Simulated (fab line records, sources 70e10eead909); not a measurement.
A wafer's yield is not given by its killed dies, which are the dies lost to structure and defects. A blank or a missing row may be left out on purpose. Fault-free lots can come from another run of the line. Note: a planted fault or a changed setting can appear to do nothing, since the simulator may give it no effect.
Which tool was responsible? ; flow nand_harc ; 24 lots, 72 wafers sampled, at 6 steps of a route of 1159

== WHAT EACH GAUGE READ, for each wafer ==
The record holds no reading of a measuring or inspecting step that can be judged against a usual standard deviation.

== WHICH TOOL RAN EACH LOT (tool, then ch and the chambers of the sampled wafers, then the start) ==
lot;NHARC_A_WL_FILL_CVD_03;NHARC_A_WL_FILL_ETCHBACK_17;NHARC_A_CONTACT_DEP_29;NHARC_A_CONTACT_ETCH_50;NHARC_A_CONTACT_ETCH_113;NHARC_A_CONTACT_ETCH_90
L077;cvd_w-02 ch 0,1, day 17 19:13;rie_metal-02 ch 0,1, day 18 09:18;pecvd-02 ch 1,2, day 19 10:29;rie_diel-06 ch 0,2, day 19 13:22 or earlier;har_cap_etch-02 ch 0, day 19 13:22;rie_diel-06 ch 2,3, day 19 14:52
L078;cvd_w-01 ch 0,1, day 17 21:26;rie_metal-01 ch 0, day 18 14:59;pecvd-04 ch 0,1,2, day 19 12:24;rie_diel-06 ch 1,2, day 19 14:52 or earlier;har_cap_etch-01 ch 0,1, day 19 14:52;rie_diel-06 ch 1,2,3, day 19 16:23
L074;cvd_w-02 ch 0,1, day 18 03:24;rie_metal-01 ch 0,1, day 18 22:07;pecvd-04 ch 0,1,2, day 19 18:17;rie_diel-05 ch 0,1,2, day 19 21:05 or earlier;har_cap_etch-02 ch 0,1, day 19 21:05;rie_diel-04 ch 1,2, day 19 22:59
L076;cvd_w-02 ch 0,1, day 18 06:15;rie_metal-03 ch 0,1, day 18 19:49;pecvd-02 ch 0,2, day 19 18:07;rie_diel-04 ch 0,3, day 19 20:34 or earlier;har_cap_etch-03 ch 0,1, day 19 20:34;rie_diel-06 ch 0,1,3, day 19 22:05
L075;cvd_w-01 ch 0,1, day 18 07:23;rie_metal-02 ch 0,1, day 18 22:54;pecvd-02 ch 0,2, day 20 00:07;rie_diel-06 ch 2,3, day 20 02:25 or earlier;har_cap_etch-01 ch 0,1, day 20 02:25;rie_diel-05 ch 0,1, day 20 03:57
L080;cvd_w-02 ch 0,1, day 18 10:25;rie_metal-03 ch 0,1, day 19 01:29;pecvd-03 ch 0,1,2, day 20 09:29;rie_diel-05 ch 1,2, day 20 12:29 or earlier;har_cap_etch-01 ch 0,1, day 20 12:29;rie_diel-06 ch 1,2, day 20 13:59
L082;cvd_w-02 ch 0,1, day 18 12:23;rie_metal-02 ch 0,1, day 19 01:42;pecvd-02 ch 0,2, day 20 08:19;rie_diel-05 ch 1,2, day 20 10:00;har_cap_etch-02 ch 0,1, day 20 11:03;rie_diel-06 ch 1,3, day 20 12:58
L084;cvd_w-02 ch 0, day 18 15:12;rie_metal-01 ch 0,1, day 19 08:38;pecvd-02 ch 0,2, day 20 19:56;rie_diel-06 ch 1,2, day 20 22:19 or earlier;har_cap_etch-03 ch 1, day 20 22:19;rie_diel-04 ch 0,1, day 20 23:49
L079;cvd_w-01 ch 0,1, day 18 15:58;rie_metal-01 ch 0,1, day 19 06:08;pecvd-04 ch 0,1,2, day 20 14:58;rie_diel-06 ch 0,2,3, day 20 17:55 or earlier;har_cap_etch-01 ch 0,1, day 20 17:55;rie_diel-04 ch 0,1,3, day 20 20:01
L081;cvd_w-01 ch 0,1, day 18 17:24;rie_metal-03 ch 0,1, day 19 06:06;pecvd-03 ch 0,1, day 20 15:25;rie_diel-06 ch 0,1,3, day 20 18:14 or earlier;har_cap_etch-02 ch 0,1, day 20 18:14;rie_diel-06 ch 1,3, day 20 19:44
L083;cvd_w-01 ch 1, day 18 20:14;rie_metal-02 ch 0,1, day 19 10:21;pecvd-02 ch 1,2, day 21 00:31;rie_diel-04 ch 1,2,3, day 21 03:29 or earlier;har_cap_etch-03 ch 1, day 21 03:29;rie_diel-04 ch 1,2,3, day 21 05:00
L085;cvd_w-01 ch 0,1, day 19 04:08;rie_metal-02 ch 0,1, day 19 20:28;pecvd-04 ch 1,2, day 21 16:27;rie_diel-04 ch 0,2,3, day 21 18:56 or earlier;har_cap_etch-03 ch 0,1, day 21 18:56;rie_diel-06 ch 1,2,3, day 21 20:31
L087;cvd_w-01 ch 0,1, day 19 06:59;rie_metal-01 ch 0,1, day 19 20:25;pecvd-02 ch 1,2, day 21 13:14;rie_diel-04 ch 1,3, day 21 15:47 or earlier;har_cap_etch-02 ch 0,1, day 21 15:47;rie_diel-06 ch 0,2, day 21 17:19
L088;cvd_w-02 ch 0,1, day 20 00:03;rie_metal-01 ch 0,1, day 20 14:31;pecvd-02 ch 1,2, day 22 04:58;rie_diel-06 ch 1,2,3, day 22 07:18 or earlier;har_cap_etch-02 ch 0,1, day 22 07:18;rie_diel-05 ch 0,1,2, day 22 08:49
L089;cvd_w-01 ch 0,1, day 20 00:20;rie_metal-02 ch 0,1, day 20 14:59;pecvd-03 ch 0,2, day 22 07:50;rie_diel-06 ch 0,1, day 22 10:10 or earlier;har_cap_etch-01 ch 1, day 22 10:10;rie_diel-04 ch 0,2, day 22 11:40
L093;cvd_w-02 ch 0,1, day 20 08:44;rie_metal-01 ch 0,1, day 20 22:43;pecvd-04 ch 0,2, day 22 12:08;rie_diel-04 ch 1,3, day 22 14:35 or earlier;har_cap_etch-01 ch 0,1, day 22 14:35;rie_diel-06 ch 0,1,3, day 22 16:08
L095;cvd_w-01 ch 0,1, day 20 13:56;rie_metal-02 ch 0,1, day 21 04:37;pecvd-03 ch 0,1, day 22 19:22;rie_diel-06 ch 0,1, day 22 22:01 or earlier;har_cap_etch-03 ch 0,1, day 22 22:01;rie_diel-05 ch 1,2, day 22 23:31
L092;cvd_w-01 ch 0,1, day 20 16:19;rie_metal-01 ch 0,1, day 21 04:39;pecvd-04 ch 1,2, day 22 14:29;rie_diel-04 ch 0,2, day 22 18:34 or earlier;har_cap_etch-02 ch 0,1, day 22 18:34;rie_diel-06 ch 0,3, day 22 20:05
L091;cvd_w-02 ch 0,1, day 20 17:19;rie_metal-03 ch 0,1, day 21 04:40;pecvd-04 ch 0,1,2, day 22 16:53;rie_diel-06 ch 1,2,3, day 22 19:24 or earlier;har_cap_etch-01 ch 0,1, day 22 19:24;rie_diel-04 ch 0,1,3, day 22 21:09
L094;cvd_w-01 ch 0,1, day 20 20:11;rie_metal-03 ch 0,1, day 21 09:52;pecvd-03 ch 0,1, day 22 23:38;rie_diel-04 ch 1,2,3, day 23 02:11 or earlier;har_cap_etch-01 ch 1, day 23 02:11;rie_diel-05 ch 0,1, day 23 03:46
L090;cvd_w-02 ch 0,1, day 20 20:59;rie_metal-01 ch 0,1, day 21 09:50;pecvd-04 ch 0,1,2, day 23 00:03;rie_diel-06 ch 1,2, day 23 02:33 or earlier;har_cap_etch-02 ch 0,1, day 23 02:33;rie_diel-06 ch 0,2,3, day 23 04:04
L086;cvd_w-02 ch 0,1, day 21 00:16;rie_metal-01 ch 0, day 21 16:13;pecvd-04 ch 0,1, day 23 08:59;rie_diel-04 ch 1,2,3, day 23 11:28 or earlier;har_cap_etch-03 ch 0,1, day 23 11:28;rie_diel-04 ch 2,3, day 23 12:58
L097;cvd_w-02 ch 0,1, day 21 14:07;rie_metal-03 ch 0,1, day 22 05:02;pecvd-04 ch 0,1,2, day 23 18:59;rie_diel-05 ch 1,2, day 23 22:05 or earlier;har_cap_etch-02 ch 0,1, day 23 22:05;rie_diel-04 ch 0,3, day 23 23:36
L096;cvd_w-02 ch 0,1, day 21 20:58;rie_metal-03 ch 0,1, day 22 11:13;pecvd-04 ch 0,1, day 24 03:08;rie_diel-06 ch 0,1,3, day 24 05:35 or earlier;har_cap_etch-01 ch 0,1, day 24 05:35;rie_diel-06 ch 0,1,3, day 24 07:06
- NHARC_A_WL_FILL_CVD_03: deposits W, target thk 40 nm, time 3302 s.
- NHARC_A_WL_FILL_ETCHBACK_17: etches the open film in Cl2/BCl3, target depth 4 nm, time 26.7 s.
- NHARC_A_CONTACT_DEP_29: deposits SiON, target thk 70 nm.
- NHARC_A_CONTACT_ETCH_50: etches the open film in CF4/CHF3, target depth 84.7 nm, time 42.4 s.
- NHARC_A_CONTACT_ETCH_113: etches the open film in C4F8/O2/Ar, time 94 s, target depth 922 nm.
- NHARC_A_CONTACT_ETCH_90: etches the open film in CH3F/O2, target depth 40 nm, time 85.7 s.

== WHAT THE TOOLS THEMSELVES READ (means of the sampled wafers that have a number; where no wafer has one, the mark that the record gives instead) ==
NHARC_A_WL_FILL_CVD_03.
lot;tool;heater_power_w (W);throttle_valve_pct (%)
L077;cvd_w-02;484;7.62
L078;cvd_w-01;475;8.12
L074;cvd_w-02;488;7.69
L076;cvd_w-02;488;7.68
L075;cvd_w-01;431;8.01
L080;cvd_w-02;471;7.76
L082;cvd_w-02;488;7.77
L084;cvd_w-02;457;7.65
L079;cvd_w-01;469;8.04
L081;cvd_w-01;427;8.05
L083;cvd_w-01;378;8.25
L085;cvd_w-01;426;8.01
L087;cvd_w-01;481;8.03
L088;cvd_w-02;487;7.75
L089;cvd_w-01;427;8.18
L093;cvd_w-02;479;7.81
L095;cvd_w-01;477;8.05
L092;cvd_w-01;484;8.07
L091;cvd_w-02;493;7.72
L094;cvd_w-01;428;8.17
L090;cvd_w-02;479;7.76
L086;cvd_w-02;494;7.90
L097;cvd_w-02;475;7.58
L096;cvd_w-02;472;7.59

NHARC_A_WL_FILL_ETCHBACK_17.
lot;tool;drypump_motor_current_A (A);oes_product_au (a.u.)
L077;rie_metal-02;5.6;1.003
L078;rie_metal-01;4.7;1.006
L074;rie_metal-01;5.2;1.008
L076;rie_metal-03;6.0;0.992
L075;rie_metal-02;5.6;1.004
L080;rie_metal-03;6.0;1.008
L082;rie_metal-02;5.6;1.004
L084;rie_metal-01;5.2;1.000
L079;rie_metal-01;5.2;0.997
L081;rie_metal-03;6.0;1.001
L083;rie_metal-02;5.6;1.007
L085;rie_metal-02;5.6;1.005
L087;rie_metal-01;5.8;1.002
L088;rie_metal-01;5.7;1.001
L089;rie_metal-02;5.6;1.012
L093;rie_metal-01;5.8;1.007
L095;rie_metal-02;5.6;1.019
L092;rie_metal-01;5.2;1.006
L091;rie_metal-03;6.0;1.025
L094;rie_metal-03;6.0;1.017
L090;rie_metal-01;5.2;0.998
L086;rie_metal-01;4.7;1.007
L097;rie_metal-03;6.0;1.019
L096;rie_metal-03;6.0;1.015

NHARC_A_CONTACT_DEP_29.
lot;tool;heater_power_w (W);showerhead_vpp_V (V)
L077;pecvd-02;707;1149
L078;pecvd-04;674;1169
L074;pecvd-04;698;1168
L076;pecvd-02;817;1059
L075;pecvd-02;827;1083
L080;pecvd-03;728;1130
L082;pecvd-02;768;1096
L084;pecvd-02;734;1054
L079;pecvd-04;666;1164
L081;pecvd-03;770;1135
L083;pecvd-02;731;1130
L085;pecvd-04;629;1172
L087;pecvd-02;820;1133
L088;pecvd-02;746;1124
L089;pecvd-03;737;1145
L093;pecvd-04;663;1162
L095;pecvd-03;890;1124
L092;pecvd-04;676;1162
L091;pecvd-04;636;1166
L094;pecvd-03;819;1120
L090;pecvd-04;650;1165
L086;pecvd-04;655;1153
L097;pecvd-04;690;1173
L096;pecvd-04;668;1159

NHARC_A_CONTACT_ETCH_50.
lot;tool;drypump_motor_current_A (A);oes_product_au (a.u.);rf_vpp_V (V);showerhead_plenum_p_Torr (Torr);throttle_valve_pct (%)
L077;rie_diel-06;6.2;0.940;369.5;1.56;16.810
L078;rie_diel-06;5.2;0.989;369.0;1.54;16.802
L074;rie_diel-05;5.9;0.922;370.3;1.57;16.794
L076;rie_diel-04;6.0;0.925;370.8;1.56;16.802
L075;rie_diel-06;5.5;0.970;369.8;1.53;16.811
L080;rie_diel-05;6.3;0.922;371.0;1.59;16.799
L082;rie_diel-05;6.2;0.924;370.2;1.56;16.809
L084;rie_diel-06;5.1;0.924;372.1;1.61;16.811
L079;rie_diel-06;6.0;0.941;370.3;1.57;16.806
L081;rie_diel-06;5.9;0.967;372.7;1.64;16.802
L083;rie_diel-04;5.6;0.963;371.4;1.61;16.802
L085;rie_diel-04;6.0;0.948;369.9;1.58;16.805
L087;rie_diel-04;5.3;0.966;372.4;1.61;16.809
L088;rie_diel-06;5.4;0.964;371.2;1.60;16.796
L089;rie_diel-06;6.1;0.977;372.8;1.62;16.802
L093;rie_diel-04;5.3;0.968;372.0;1.61;16.801
L095;rie_diel-06;5.6;0.952;372.4;1.65;16.807
L092;rie_diel-04;6.4;0.969;370.3;1.55;16.802
L091;rie_diel-06;5.4;0.951;370.9;1.60;16.807
L094;rie_diel-04;5.6;0.950;371.1;1.60;16.794
L090;rie_diel-06;5.1;0.965;371.6;1.60;16.808
L086;rie_diel-04;5.6;0.959;371.5;1.60;16.804
L097;rie_diel-05;6.2;0.930;369.5;1.55;16.794
L096;rie_diel-06;5.9;0.965;372.9;1.63;16.793

NHARC_A_CONTACT_ETCH_90.
lot;tool;drypump_motor_current_A (A);oes_product_au (a.u.);rf_vpp_V (V);showerhead_plenum_p_Torr (Torr);throttle_valve_pct (%)
L077;rie_diel-06;5.7;0.92;244.6;2.49;20.665
L078;rie_diel-06;5.4;0.93;244.4;2.50;20.658
L074;rie_diel-04;5.7;0.92;244.7;2.48;20.664
L076;rie_diel-06;5.9;0.98;246.5;2.56;20.664
L075;rie_diel-05;5.8;0.99;243.6;2.41;20.670
L080;rie_diel-06;5.1;1.00;244.8;2.51;20.659
L082;rie_diel-06;5.6;0.92;245.8;2.58;20.660
L084;rie_diel-04;6.1;1.00;243.2;2.38;20.658
L079;rie_diel-04;5.6;1.00;245.1;2.47;20.663
L081;rie_diel-06;5.3;0.91;246.0;2.59;20.663
L083;rie_diel-04;5.6;0.92;245.5;2.51;20.666
L085;rie_diel-06;5.4;1.00;244.3;2.49;20.662
L087;rie_diel-06;5.8;1.00;243.5;2.37;20.673
L088;rie_diel-05;5.9;0.93;244.7;2.45;20.661
L089;rie_diel-04;6.4;0.99;244.4;2.42;20.659
L093;rie_diel-06;5.9;0.98;245.6;2.56;20.679
L095;rie_diel-05;6.2;0.99;243.9;2.43;20.659
L092;rie_diel-06;6.4;0.99;245.4;2.52;20.666
L091;rie_diel-04;5.6;1.00;245.0;2.47;20.668
L094;rie_diel-05;5.8;0.98;243.9;2.40;20.665
L090;rie_diel-06;6.0;0.93;244.0;2.46;20.667
L086;rie_diel-04;6.0;0.93;244.1;2.50;20.659
L097;rie_diel-04;5.5;1.00;245.4;2.51;20.658
L096;rie_diel-06;5.9;0.91;245.3;2.55;20.660

== THE ANSWER, worked out from the rows above alone ==
Rule: the lots themselves supply what counts as usual. The widest of any qualifying gaps counts: lots, ordered by their means at a reading, are off when they make up no more than a third of the lots, leave a main group of 4 or more, and stand apart from it by 3 or more times the standard deviation of that group's means. The tables above print the reading to a certain number of digits; a main group whose means all agree to those digits is not used. A lot without any number at a reading at which 4 lots or more have one is off too. Any other lot the step has rows for is counted as sound. Order of review: gauges by route order, followed by the tools' own readings, for which a lot's mean as printed above is used. At the first step where some lot is off, the reading lying furthest off is the one used; lots without a number count as furthest.
No lot is off on any of the readings shown, so nothing can be concluded from this.

== WHAT THE SIMULATOR HAD PUT IN ==
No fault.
